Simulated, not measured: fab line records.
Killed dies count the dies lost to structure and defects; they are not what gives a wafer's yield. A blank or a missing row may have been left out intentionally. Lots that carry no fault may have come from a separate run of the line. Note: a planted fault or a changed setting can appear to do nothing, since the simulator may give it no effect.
Which tool is to blame? :: flow n5-finfet :: 28 wafers from 10 lots sampled at 5 of the route's 1938 steps

## WHAT THE GAUGES READ, wafer by wafer
The record lacks any reading of a measuring or inspecting step that a usual standard deviation could be used to judge.

## WHAT TOOL EACH LOT RAN ON (gives the tool, then ch and the chambers of the sampled wafers, and finally the start)
lot: L109
N5_BEOL_M7_PECVD_70: pecvd-02 ch 1,2, day 8 21:39
N5_BEOL_M7_STRIP_67: rie-diel-02 ch 0,1, day 8 23:05
N5_BEOL_M7_ETCH_72: rie-diel-01 ch 1,2,3, day 9 01:20
N5_BEOL_M7_ETCH_65: rie-diel-01 ch 1,2,3, day 9 01:22
N5_PASSIVATION_PROBE_49: prober-02, day 12 10:01

lot: L113
N5_BEOL_M7_PECVD_70: pecvd-04 ch 1,2, day 9 16:35
N5_BEOL_M7_STRIP_67: rie-diel-01 ch 1,2,3, day 9 18:14
N5_BEOL_M7_ETCH_72: rie-diel-02 ch 0,2,3, day 9 22:08
N5_BEOL_M7_ETCH_65: rie-diel-02 ch 0,2,3, day 9 22:08
N5_PASSIVATION_PROBE_49: prober-01, day 13 10:09

lot: L117
N5_BEOL_M7_PECVD_70: pecvd-02 ch 0,1,2, day 10 19:55
N5_BEOL_M7_STRIP_67: rie-diel-01 ch 0,1, day 10 22:11
N5_BEOL_M7_ETCH_72: rie-diel-01 ch 0,1,2, day 11 00:28
N5_BEOL_M7_ETCH_65: rie-diel-01 ch 0,1,2, day 11 00:29
N5_PASSIVATION_PROBE_49: -

lot: L120
N5_BEOL_M7_PECVD_70: pecvd-02 ch 1,2, day 12 06:17
N5_BEOL_M7_STRIP_67: rie-diel-01 ch 0,1, day 12 07:41
N5_BEOL_M7_ETCH_72: rie-diel-01 ch 0,3, day 12 08:43
N5_BEOL_M7_ETCH_65: rie-diel-01 ch 0,3, day 12 08:44
N5_PASSIVATION_PROBE_49: prober-01, day 15 15:15

lot: L122
N5_BEOL_M7_PECVD_70: pecvd-01 ch 0,2, day 12 11:35
N5_BEOL_M7_STRIP_67: rie-diel-02 ch 0,3, day 12 13:35
N5_BEOL_M7_ETCH_72: rie-diel-01 ch 1,2, day 12 15:10
N5_BEOL_M7_ETCH_65: rie-diel-01 ch 1,2, day 12 15:11
N5_PASSIVATION_PROBE_49: prober-01, day 15 15:33

lot: L126
N5_BEOL_M7_PECVD_70: pecvd-01 ch 0,1,2, day 13 12:05
N5_BEOL_M7_STRIP_67: rie-diel-06 ch 1,2,3, day 13 12:59
N5_BEOL_M7_ETCH_72: rie-diel-02 ch 1,2,3, day 13 14:58
N5_BEOL_M7_ETCH_65: rie-diel-02 ch 1,2,3, day 13 14:59
N5_PASSIVATION_PROBE_49: -

lot: L128
N5_BEOL_M7_PECVD_70: pecvd-01 ch 1,2, day 13 12:08
N5_BEOL_M7_STRIP_67: rie-diel-01 ch 0,1,2, day 13 13:11
N5_BEOL_M7_ETCH_72: rie-diel-02 ch 2,3, day 13 14:34
N5_BEOL_M7_ETCH_65: rie-diel-02 ch 2,3, day 13 14:35
N5_PASSIVATION_PROBE_49: prober-02, day 16 16:43

lot: L129
N5_BEOL_M7_PECVD_70: pecvd-04 ch 0,1,2, day 13 16:50
N5_BEOL_M7_STRIP_67: rie-diel-06 ch 0,2,3, day 13 18:31
N5_BEOL_M7_ETCH_72: rie-diel-06 ch 0,1,2, day 13 20:37
N5_BEOL_M7_ETCH_65: rie-diel-06 ch 0,1,2, day 13 20:38
N5_PASSIVATION_PROBE_49: -

lot: L132
N5_BEOL_M7_PECVD_70: pecvd-01 ch 1,2, day 14 12:07
N5_BEOL_M7_STRIP_67: rie-diel-02 ch 0,1,3, day 14 14:07
N5_BEOL_M7_ETCH_72: rie-diel-01 ch 0,3, day 14 18:57
N5_BEOL_M7_ETCH_65: rie-diel-01 ch 0,3, day 14 18:58
N5_PASSIVATION_PROBE_49: -

lot: L130
N5_BEOL_M7_PECVD_70: pecvd-01 ch 1,2, day 14 15:27
N5_BEOL_M7_STRIP_67: rie-diel-06 ch 1,2,3, day 14 17:48
N5_BEOL_M7_ETCH_72: rie-diel-06 ch 2,3, day 14 19:29
N5_BEOL_M7_ETCH_65: rie-diel-06 ch 2,3, day 14 19:29
N5_PASSIVATION_PROBE_49: -
- N5_BEOL_M7_PECVD_70: deposits SiO2 from TEOS/O2, target thk 20 nm, time 22.7 s.
- N5_BEOL_M7_STRIP_67: strips in CF4.
- N5_BEOL_M7_ETCH_72: etches underlayer in N2/H2, target depth 6.5 nm, time 5.2 s.
- N5_BEOL_M7_ETCH_65: etches SiARC in CF4, target depth 15.6 nm, time 26 s.
- N5_PASSIVATION_PROBE_49

## AS READ BY THE TOOLS THEMSELVES (means over the sampled wafers that have a number; for cases with no such wafer, the mark the record gives instead)
N5_BEOL_M7_PECVD_70.
lot: L109
tool: pecvd-02
heater-power-w (W): 651
showerhead-plenum-p-Torr (Torr): 8.69
throttle-valve-pct (%): 21.5

lot: L113
tool: pecvd-04
heater-power-w (W): 719
showerhead-plenum-p-Torr (Torr): 8.72
throttle-valve-pct (%): 21.8

lot: L117
tool: pecvd-02
heater-power-w (W): 638
showerhead-plenum-p-Torr (Torr): 8.75
throttle-valve-pct (%): 22.4

lot: L120
tool: pecvd-02
heater-power-w (W): 580
showerhead-plenum-p-Torr (Torr): 8.68
throttle-valve-pct (%): 21.5

lot: L122
tool: pecvd-01
heater-power-w (W): 725
showerhead-plenum-p-Torr (Torr): 8.76
throttle-valve-pct (%): 23.0

lot: L126
tool: pecvd-01
heater-power-w (W): 778
showerhead-plenum-p-Torr (Torr): 8.77
throttle-valve-pct (%): 23.3

lot: L128
tool: pecvd-01
heater-power-w (W): 858
showerhead-plenum-p-Torr (Torr): 8.77
throttle-valve-pct (%): 23.5

lot: L129
tool: pecvd-04
heater-power-w (W): 701
showerhead-plenum-p-Torr (Torr): 8.76
throttle-valve-pct (%): 22.0

lot: L132
tool: pecvd-01
heater-power-w (W): 849
showerhead-plenum-p-Torr (Torr): 8.75
throttle-valve-pct (%): 23.1

lot: L130
tool: pecvd-01
heater-power-w (W): 879
showerhead-plenum-p-Torr (Torr): 8.79
throttle-valve-pct (%): 23.4

N5_BEOL_M7_STRIP_67.
lot: L109
tool: rie-diel-02
drypump-motor-current-A (A): 5.9
oes-product-au (a.u.): 0.81
rf-vpp-V (V): 270.7
showerhead-plenum-p-Torr (Torr): 1.78
throttle-valve-pct (%): 13.34

lot: L113
tool: rie-diel-01
drypump-motor-current-A (A): 5.6
oes-product-au (a.u.): 0.71
rf-vpp-V (V): 270.7
showerhead-plenum-p-Torr (Torr): 1.81
throttle-valve-pct (%): 13.71

lot: L117
tool: rie-diel-01
drypump-motor-current-A (A): 5.2
oes-product-au (a.u.): 0.74
rf-vpp-V (V): 269.6
showerhead-plenum-p-Torr (Torr): 1.73
throttle-valve-pct (%): 13.57

lot: L120
tool: rie-diel-01
drypump-motor-current-A (A): 5.1
oes-product-au (a.u.): 0.72
rf-vpp-V (V): 270.3
showerhead-plenum-p-Torr (Torr): 1.75
throttle-valve-pct (%): 13.68

lot: L122
tool: rie-diel-02
drypump-motor-current-A (A): 5.6
oes-product-au (a.u.): 0.79
rf-vpp-V (V): 272.6
showerhead-plenum-p-Torr (Torr): 1.84
throttle-valve-pct (%): 13.47

lot: L126
tool: rie-diel-06
drypump-motor-current-A (A): 5.2
oes-product-au (a.u.): 0.80
rf-vpp-V (V): 271.0
showerhead-plenum-p-Torr (Torr): 1.78
throttle-valve-pct (%): 13.51

lot: L128
tool: rie-diel-01
drypump-motor-current-A (A): 5.5
oes-product-au (a.u.): 0.71
rf-vpp-V (V): 270.3
showerhead-plenum-p-Torr (Torr): 1.76
throttle-valve-pct (%): 13.64

lot: L129
tool: rie-diel-06
drypump-motor-current-A (A): 5.4
oes-product-au (a.u.): 0.78
rf-vpp-V (V): 271.4
showerhead-plenum-p-Torr (Torr): 1.80
throttle-valve-pct (%): 13.59

lot: L132
tool: rie-diel-02
drypump-motor-current-A (A): 5.8
oes-product-au (a.u.): 0.76
rf-vpp-V (V): 271.0
showerhead-plenum-p-Torr (Torr): 1.80
throttle-valve-pct (%): 13.49

lot: L130
tool: rie-diel-06
drypump-motor-current-A (A): 5.2
oes-product-au (a.u.): 0.79
rf-vpp-V (V): 271.1
showerhead-plenum-p-Torr (Torr): 1.78
throttle-valve-pct (%): 13.53

N5_BEOL_M7_ETCH_72.
lot: L109
tool: rie-diel-01
drypump-motor-current-A (A): 5.6
etch-rf-on-time-s (s): 5.18
oes-product-au (a.u.): 0.61
rf-vpp-V (V): 523
showerhead-plenum-p-Torr (Torr): 2.56
throttle-valve-pct (%): 17.94

lot: L113
tool: rie-diel-02
drypump-motor-current-A (A): 5.4
etch-rf-on-time-s (s): 5.05
oes-product-au (a.u.): 0.68
rf-vpp-V (V): 523
showerhead-plenum-p-Torr (Torr): 2.55
throttle-valve-pct (%): 17.72

lot: L117
tool: rie-diel-01
drypump-motor-current-A (A): 5.5
etch-rf-on-time-s (s): 4.28
oes-product-au (a.u.): 0.71
rf-vpp-V (V): 523
showerhead-plenum-p-Torr (Torr): 2.50
throttle-valve-pct (%): 17.85

lot: L120
tool: rie-diel-01
drypump-motor-current-A (A): 5.6
etch-rf-on-time-s (s): 4.39
oes-product-au (a.u.): 0.84
rf-vpp-V (V): 520
showerhead-plenum-p-Torr (Torr): 2.42
throttle-valve-pct (%): 17.69

lot: L122
tool: rie-diel-01
drypump-motor-current-A (A): 5.5
etch-rf-on-time-s (s): 4.50
oes-product-au (a.u.): 0.65
rf-vpp-V (V): 522
showerhead-plenum-p-Torr (Torr): 2.56
throttle-valve-pct (%): 17.94

lot: L126
tool: rie-diel-02
drypump-motor-current-A (A): 5.8
etch-rf-on-time-s (s): 5.23
oes-product-au (a.u.): 0.63
rf-vpp-V (V): 520
showerhead-plenum-p-Torr (Torr): 2.46
throttle-valve-pct (%): 17.82

lot: L128
tool: rie-diel-02
drypump-motor-current-A (A): 5.6
etch-rf-on-time-s (s): 5.23
oes-product-au (a.u.): 0.63
rf-vpp-V (V): 523
showerhead-plenum-p-Torr (Torr): 2.49
throttle-valve-pct (%): 17.82

lot: L129
tool: rie-diel-06
drypump-motor-current-A (A): 5.2
etch-rf-on-time-s (s): 5.17
oes-product-au (a.u.): 0.62
rf-vpp-V (V): 521
showerhead-plenum-p-Torr (Torr): 2.45
throttle-valve-pct (%): 18.03

lot: L132
tool: rie-diel-01
drypump-motor-current-A (A): 5.5
etch-rf-on-time-s (s): 5.09
oes-product-au (a.u.): 0.69
rf-vpp-V (V): 518
showerhead-plenum-p-Torr (Torr): 2.39
throttle-valve-pct (%): 17.70

lot: L130
tool: rie-diel-06
drypump-motor-current-A (A): 5.2
etch-rf-on-time-s (s): 5.15
oes-product-au (a.u.): 0.67
rf-vpp-V (V): 522
showerhead-plenum-p-Torr (Torr): 2.52
throttle-valve-pct (%): 17.80

N5_BEOL_M7_ETCH_65.
lot: L109
tool: rie-diel-01
drypump-motor-current-A (A): 5.6
etch-rf-on-time-s (s): 26.1
oes-product-au (a.u.): 0.60
rf-vpp-V (V): 184.4
showerhead-plenum-p-Torr (Torr): 2.16
throttle-valve-pct (%): 15.70

lot: L113
tool: rie-diel-02
drypump-motor-current-A (A): 5.4
etch-rf-on-time-s (s): 25.9
oes-product-au (a.u.): 0.67
rf-vpp-V (V): 185.0
showerhead-plenum-p-Torr (Torr): 2.15
throttle-valve-pct (%): 15.49

lot: L117
tool: rie-diel-01
drypump-motor-current-A (A): 5.5
etch-rf-on-time-s (s): 25.9
oes-product-au (a.u.): 0.62
rf-vpp-V (V): 182.8
showerhead-plenum-p-Torr (Torr): 2.11
throttle-valve-pct (%): 15.62

lot: L120
tool: rie-diel-01
drypump-motor-current-A (A): 5.6
etch-rf-on-time-s (s): 25.6
oes-product-au (a.u.): 0.75
rf-vpp-V (V): 182.6
showerhead-plenum-p-Torr (Torr): 2.05
throttle-valve-pct (%): 15.38

lot: L122
tool: rie-diel-01
drypump-motor-current-A (A): 5.5
etch-rf-on-time-s (s): 26.1
oes-product-au (a.u.): 0.59
rf-vpp-V (V): 184.9
showerhead-plenum-p-Torr (Torr): 2.17
throttle-valve-pct (%): 15.74

lot: L126
tool: rie-diel-02
drypump-motor-current-A (A): 5.8
etch-rf-on-time-s (s): 26.1
oes-product-au (a.u.): 0.63
rf-vpp-V (V): 183.4
showerhead-plenum-p-Torr (Torr): 2.08
throttle-valve-pct (%): 15.59

lot: L128
tool: rie-diel-02
drypump-motor-current-A (A): 5.6
etch-rf-on-time-s (s): 26.2
oes-product-au (a.u.): 0.63
rf-vpp-V (V): 184.4
showerhead-plenum-p-Torr (Torr): 2.11
throttle-valve-pct (%): 15.65

lot: L129
tool: rie-diel-06
drypump-motor-current-A (A): 5.2
etch-rf-on-time-s (s): 26.3
oes-product-au (a.u.): 0.61
rf-vpp-V (V): 183.1
showerhead-plenum-p-Torr (Torr): 2.08
throttle-valve-pct (%): 15.81

lot: L132
tool: rie-diel-01
drypump-motor-current-A (A): 5.5
etch-rf-on-time-s (s): 25.6
oes-product-au (a.u.): 0.69
rf-vpp-V (V): 182.2
showerhead-plenum-p-Torr (Torr): 2.02
throttle-valve-pct (%): 15.44

lot: L130
tool: rie-diel-06
drypump-motor-current-A (A): 5.2
etch-rf-on-time-s (s): 25.5
oes-product-au (a.u.): 0.67
rf-vpp-V (V): 183.9
showerhead-plenum-p-Torr (Torr): 2.12
throttle-valve-pct (%): 15.54

N5_PASSIVATION_PROBE_49.
lot: L109
tool: prober-02
defect-limited-yield (%): 89.9
killed_at_M0_to_M3: 35
killed_at_M4_up: 8
killed-at-contacts: 16
killed-at-front-end: 56
killed-at-other: 5.0
killed-dies: 119
killed-on-rim: 14
killed-open: 85
killed-short: 33
sort_bin_5_function (%): 5.8
sort_bin_6_memory (%): 4.1
sort-n-pass: 1061
sort-yield-pct (%): 89.9

lot: L113
tool: prober-01
defect-limited-yield (%): 90.8
killed_at_M0_to_M3: 37
killed_at_M4_up: 13
killed-at-contacts: 24
killed-at-front-end: 33
killed-at-other: 2.3
killed-dies: 108
killed-on-rim: 15
killed-open: 63
killed-short: 42
sort_bin_5_function (%): 5.4
sort_bin_6_memory (%): 3.3
sort-n-pass: 1072
sort-yield-pct (%): 90.8

lot: L120
tool: prober-01
defect-limited-yield (%): 90.5
killed_at_M0_to_M3: 39
killed_at_M4_up: 9
killed-at-contacts: 8
killed-at-front-end: 50
killed-at-other: 5.0
killed-dies: 111
killed-on-rim: 18
killed-open: 72
killed-short: 38
sort_bin_5_function (%): 6.0
sort_bin_6_memory (%): 2.9
sort-n-pass: 1069
sort-yield-pct (%): 90.5

lot: L122
tool: prober-01
defect-limited-yield (%): 92.0
killed_at_M0_to_M3: 32
killed_at_M4_up: 14
killed-at-contacts: 22
killed-at-front-end: 24
killed-at-other: 2.0
killed-dies: 94
killed-on-rim: 12
killed-open: 62
killed-short: 32
sort_bin_5_function (%): 4.0
sort_bin_6_memory (%): 3.6
sort-n-pass: 1086
sort-yield-pct (%): 92.0

lot: L128
tool: prober-02
defect-limited-yield (%): 91.3
killed_at_M0_to_M3: 40
killed_at_M4_up: 12
killed-at-contacts: 8
killed-at-front-end: 40
killed-at-other: 3.0
killed-dies: 103
killed-on-rim: 14
killed-open: 72
killed-short: 30
sort_bin_5_function (%): 5.3
sort_bin_6_memory (%): 3.1
sort-n-pass: 1077
sort-yield-pct (%): 91.3

## THE ANSWER, worked out from the rows above alone
Rule: what is usual is taken from the lots themselves. Put in order of their means at a reading, lots are off if they are a third of the lots or fewer, leave a main group of 4 or more, and stand apart from it by a gap of 3 or more times the standard deviation of the main group's means; of several such gaps the widest counts. If all means in a main group match to the digits the tables above print for the reading, that group is not used. A lot without any number at a reading at which 4 lots or more have one is off too. Where the step has rows for the other lots, those lots are counted as sound. The gauges are gone through in route order, then the tools' own readings, and for those a lot's mean is taken as printed above. At the first step where some lot is off, the reading lying furthest off is the one used; lots without a number count as furthest.
Off: L117, L120, L122, at N5_BEOL_M7_ETCH_72 (etch-rf-on-time-s). Mean 5.16 s and standard deviation 0.062 in the main group.
A tool fits if, at that step or a process step before it, it ran every lot that is off, and no sound lot after the first of them. Not one of the candidates tried fits.

## WHAT THE SIMULATOR HAD PUT IN
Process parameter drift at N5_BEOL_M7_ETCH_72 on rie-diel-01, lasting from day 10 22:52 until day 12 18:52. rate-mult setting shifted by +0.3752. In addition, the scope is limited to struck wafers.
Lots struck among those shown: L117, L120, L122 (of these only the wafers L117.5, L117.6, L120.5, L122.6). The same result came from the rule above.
